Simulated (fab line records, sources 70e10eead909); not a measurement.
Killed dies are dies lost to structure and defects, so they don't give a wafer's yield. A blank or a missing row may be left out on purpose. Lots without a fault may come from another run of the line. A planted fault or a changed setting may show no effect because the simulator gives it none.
Chamber matching | flow nand_harc | NHARC_A_ONON_D1_DEP_33 on pecvd-02: 3 sister chambers
The step deposits SiO2, target thk 200 nm. 6 wafers are shown with their chamber, then 8 later ones without.

WAFERS WITH THEIR CHAMBER
wafer  | chamber | showerhead_vpp_V (V) | throttle_valve_pct (%)
L087.6 | 1       | 1717                 | 16.2
L086.2 | 1       | 1696                 | 16.2
L088.1 | 0       | 1867                 | 15.5
L088.3 | 2       | 1719                 | 16.2
L088.6 | 2       | 1714                 | 16.4
L092.2 | 0       | 1850                 | 15.7

WAFERS WITHOUT THEIR CHAMBER
wafer  | showerhead_vpp_V (V) | throttle_valve_pct (%)
L092.4 | 1670                 | 16.0
L092.6 | 1839                 | 15.7
L094.2 | 1716                 | 16.2
L094.5 | 1685                 | 16.2
L094.6 | 1820                 | 15.2
L097.3 | 1842                 | 15.6
L097.4 | 1762                 | 16.9
L097.6 | 1852                 | 15.4

WHICH CHAMBER EACH WENT THROUGH
wafer  | from the rows above     | in truth
L092.4 | can't be placed: 1 or 2 | 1
L092.6 | 0                       | 0
L094.2 | can't be placed: 1 or 2 | 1
L094.5 | can't be placed: 1 or 2 | 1
L094.6 | 0                       | 0
L097.3 | 0                       | 0
L097.4 | can't be placed: 2 or 1 | 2
L097.6 | 0                       | 0
Placed correctly: 4 of 8. Can't be placed from these rows: 4 (the true chamber is among the candidates in 4). Placed wrongly: 0.
How it was worked out, from the rows above alone: a wafer's distance from a chamber is the root of the sum, over the readings, of the square of ((its reading less the chamber's mean) divided by the reading's scatter). The wafer belongs to the nearest chamber; if the next one is less than 2 further off, it can't be placed. A chamber's mean is the mean of its shown wafers. The scatter: the root of (the sum of the squares of (reading less its chamber's mean) over the shown wafers, divided by (wafers less chambers)).
